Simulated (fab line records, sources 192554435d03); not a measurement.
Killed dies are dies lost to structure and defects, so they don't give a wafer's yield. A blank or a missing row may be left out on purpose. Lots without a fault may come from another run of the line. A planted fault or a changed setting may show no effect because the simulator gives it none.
Split-lot experiment | flow n5_finfet | 7 lots, 21 wafers read, on a route of 1938 steps

THE SPLIT
At N5_BEOL_M3_COAT_22 (resist thk 30 nm), the setting spin_rpm was moved away from the recipe's 1500 rpm on 4 of the 21 wafers read, by -9.3% to +8.2%. The other wafers ran this setting at the recipe's value.

FROM THE SPLIT TO THE READING: what the file shows between them, 4 steps
- N5_BEOL_M3_EBR_24
- N5_BEOL_M3_SOFTBAKE_23: time 60 s
- N5_BEOL_M3_EXPOSE_25: exposes mask V2, defocus 5 nm
- N5_BEOL_M3_PEB_26: peb time 60 s

THE READING
CAR-EUV_of_BEOL_M3_COAT_22.thk_nm (the simulator's own value, which no gauge read), in nm, at N5_BEOL_M3_DEVELOP_27 (develop time 30 s). The file gives no usual value for it. The 17 wafers here that ran the recipe average 29.5 nm, standard deviation 0.12 nm.

wafer  | tool, chamber at the split | spin_rpm as run, rpm | against the recipe | CAR-EUV_of_BEOL_M3_COAT_22.thk_nm, nm | against lot-mates on the recipe
L081.2 | litho_track-05, 0          | 1500                 | recipe             | 29.6                                  | -
L081.3 | litho_track-05, 0          | 1500                 | recipe             | 29.4                                  | -
L081.4 | litho_track-05, 0          | 1500                 | recipe             | 29.4                                  | -
L082.1 | litho_track-05, 0          | 1500                 | recipe             | 29.4                                  | -
L082.4 | litho_track-05, 0          | 1500                 | recipe             | 29.4                                  | -
L082.5 | litho_track-05, 0          | 1361                 | -9.3%              | 31                                    | +1.6
L083.1 | litho_track-05, 0          | 1500                 | recipe             | 29.4                                  | -
L083.4 | litho_track-05, 0          | 1500                 | recipe             | 29.4                                  | -
L083.6 | litho_track-05, 0          | 1500                 | recipe             | 29.4                                  | -
L089.2 | litho_track-02, 0          | 1500                 | recipe             | 29.6                                  | -
L089.3 | litho_track-02, 0          | 1500                 | recipe             | 29.6                                  | -
L089.6 | litho_track-02, 0          | 1378                 | -8.1%              | 31                                    | +1.4
L092.4 | litho_track-05, 0          | 1500                 | recipe             | 29.4                                  | -
L092.5 | litho_track-05, 0          | 1500                 | recipe             | 29.4                                  | -
L092.6 | litho_track-05, 0          | 1500                 | recipe             | 29.4                                  | -
L094.2 | litho_track-03, 0          | 1500                 | recipe             | 29.4                                  | -
L094.6 | litho_track-03, 0          | 1500                 | recipe             | 29.4                                  | -
L094.4 | litho_track-03, 0          | 1457                 | -2.9%              | 29.8                                  | +0.4
L093.1 | litho_track-03, 0          | 1623                 | +8.2%              | 28.6                                  | -1.1
L093.3 | litho_track-03, 0          | 1500                 | recipe             | 29.6                                  | -
L093.5 | litho_track-03, 0          | 1500                 | recipe             | 29.8                                  | -

THE FIT
A straight line over all 21 wafers: CAR-EUV_of_BEOL_M3_COAT_22.thk_nm changes by -0.151 nm for each +1% of spin_rpm; r = -0.96; the points scatter about the line by 0.16 nm.
The same after taking each lot's own level away (the mean of its wafers on the recipe; 21 wafers): -0.159 nm for each +1%; r = -0.99; scatter 0.077 nm.
On that fit, the largest move of spin_rpm shifts the reading by 1.5 nm.
The lots' own levels span 29.40 to 29.70 nm, that is 2.6 times the standard deviation above.
So the lot-to-lot level changes the slope little: the two slopes agree.
Check: with one of the wafers moved furthest among these (-9.3%) left out of the fit, the line predicts +1.42 nm for it against its lot-mates. It came out at +1.6 nm against them.

OTHER SPLITS ON THESE WAFERS
These wafers also went through other splits before the reading. Each is held against what the fit with the lots' levels taken away leaves over:
other split on the same wafers       | wafers away from the commonest value | r with CAR-EUV_of_BEOL_M3_COAT_22.thk_nm (lot level and that fit taken away)
N5_MOL_CONTACT_COAG_COAT_76 spin_rpm | 8                                    | -0.07
N5_MOL_CONTACT_COAG_COAT_63 spin_rpm | 7                                    | -0.11
N5_BEOL_M0_SAQP_ETCH_107 bias_w      | 6                                    | +0.08
N5_BEOL_M1_ETCH_64 bias_w            | 8                                    | +0.19
N5_BEOL_M1_COAT_22 spin_rpm          | 6                                    | +0.01
N5_BEOL_M2_COAT_22 spin_rpm          | 10                                   | +0.26
N5_BEOL_M3_COAT_76 spin_rpm          | 9                                    | +0.02

THE WHOLE CHAIN: every reading that the file lists as answering this split, in the file's order
step                  | what it does      | reading                                                                            | change (the file's fit)               | r (the file's)
N5_BEOL_M3_COAT_22    | resist thk 30 nm  | CAR-EUV_of_BEOL_M3_COAT_22.thk_nm (the simulator's own value, which no gauge read) | -0.155 nm for each +1% of the setting | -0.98
N5_BEOL_M3_DEVELOP_27 | develop time 30 s | CAR-EUV_of_BEOL_M3_COAT_22.thk_nm (the simulator's own value, which no gauge read) | -0.16 nm for each +1% of the setting  | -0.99

THE FILE'S OWN FIT
CAR-EUV_of_BEOL_M3_COAT_22.thk_nm changes by -0.16 nm for each +1% of spin_rpm, r = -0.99.
